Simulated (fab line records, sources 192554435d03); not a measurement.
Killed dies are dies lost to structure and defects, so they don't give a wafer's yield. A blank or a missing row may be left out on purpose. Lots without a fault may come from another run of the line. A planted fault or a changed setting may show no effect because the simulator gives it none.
Chamber matching | flow n5_finfet | N5_BEOL_M1_ETCH_69 on rie_diel-05: 4 sister chambers
The step etches SiARC in CF4, target depth 15.6 nm, time 26 s. 22 wafers are shown with their chamber, then 11 later ones without.

WAFERS WITH THEIR CHAMBER
wafer  | chamber | showerhead_plenum_p_Torr (Torr) | drypump_motor_current_A (A) | throttle_valve_pct (%)
L075.1 | 2       | 2.13                            | 5.8                         | 15.67
L075.2 | 1       | 2.15                            | 5.2                         | 15.35
L075.3 | 0       | 2.29                            | 5.4                         | 15.48
L075.4 | 3       | 2.13                            | 5.6                         | 15.74
L075.5 | 1       | 2.15                            | 5.2                         | 15.34
L075.6 | 2       | 2.13                            | 5.8                         | 15.64
L079.1 | 1       | 2.14                            | 5.2                         | 15.36
L079.2 | 2       | 2.12                            | 5.8                         | 15.67
L079.3 | 3       | 2.13                            | 5.6                         | 15.74
L079.4 | 0       | 2.29                            | 5.4                         | 15.51
L079.5 | 1       | 2.14                            | 5.2                         | 15.34
L079.6 | 0       | 2.29                            | 5.4                         | 15.50
L081.2 | 2       | 2.12                            | 5.9                         | 15.68
L081.4 | 3       | 2.13                            | 5.6                         | 15.73
L081.5 | 1       | 2.14                            | 5.2                         | 15.36
L082.1 | 3       | 2.13                            | 5.6                         | 15.76
L082.2 | 1       | 2.14                            | 5.2                         | 15.37
L082.3 | 0       | 2.29                            | 5.4                         | 15.50
L082.4 | 2       | 2.12                            | 5.9                         | 15.67
L082.5 | 3       | 2.13                            | 5.6                         | 15.75
L082.6 | 2       | 2.12                            | 5.9                         | 15.65
L080.2 | 2       | 2.12                            | 5.8                         | 15.67

SIGNATURES (means of the wafers above)
reading                  | chamber 0 | chamber 1 | chamber 2 | chamber 3 | scatter within a chamber
showerhead_plenum_p_Torr | 2.2900    | 2.1433    | 2.1229    | 2.1300    | 0.00392
drypump_motor_current_A  | 5.400     | 5.200     | 5.843     | 5.600     | 0.0309
throttle_valve_pct       | 15.4975   | 15.3533   | 15.6643   | 15.7440   | 0.0127
Rule: a wafer's distance from a chamber is the root of the sum, over the readings, of the square of ((its reading less the chamber's mean) divided by the reading's scatter). The wafer belongs to the nearest chamber; if the next one is less than 2 further off, it can't be placed. The scatter: the root of (the sum of the squares of (reading less its chamber's mean) over the shown wafers, divided by (wafers less chambers)).

WAFERS WITHOUT THEIR CHAMBER
wafer  | showerhead_plenum_p_Torr (Torr) | drypump_motor_current_A (A) | throttle_valve_pct (%)
L080.5 | 2.12                            | 5.8                         | 15.67
L080.6 | 2.14                            | 5.2                         | 15.37
L084.2 | 2.14                            | 5.2                         | 15.36
L084.4 | 2.13                            | 5.6                         | 15.75
L084.6 | 2.14                            | 5.2                         | 15.39
L087.3 | 2.12                            | 5.8                         | 15.69
L087.4 | 2.29                            | 5.4                         | 15.52
L087.5 | 2.14                            | 5.2                         | 15.37
L092.1 | 2.12                            | 5.6                         | 15.78
L092.2 | 2.28                            | 5.4                         | 15.52
L092.3 | 2.14                            | 5.2                         | 15.39

WHICH CHAMBER EACH WENT THROUGH
wafer  | from the rows above | in truth
L080.5 | 2                   | 2
L080.6 | 1                   | 1
L084.2 | 1                   | 1
L084.4 | 3                   | 3
L084.6 | 1                   | 1
L087.3 | 2                   | 2
L087.4 | 0                   | 0
L087.5 | 1                   | 1
L092.1 | 3                   | 3
L092.2 | 0                   | 0
L092.3 | 1                   | 1
Placed correctly: 11 of 11. Can't be placed from these rows: 0. Placed wrongly: 0.
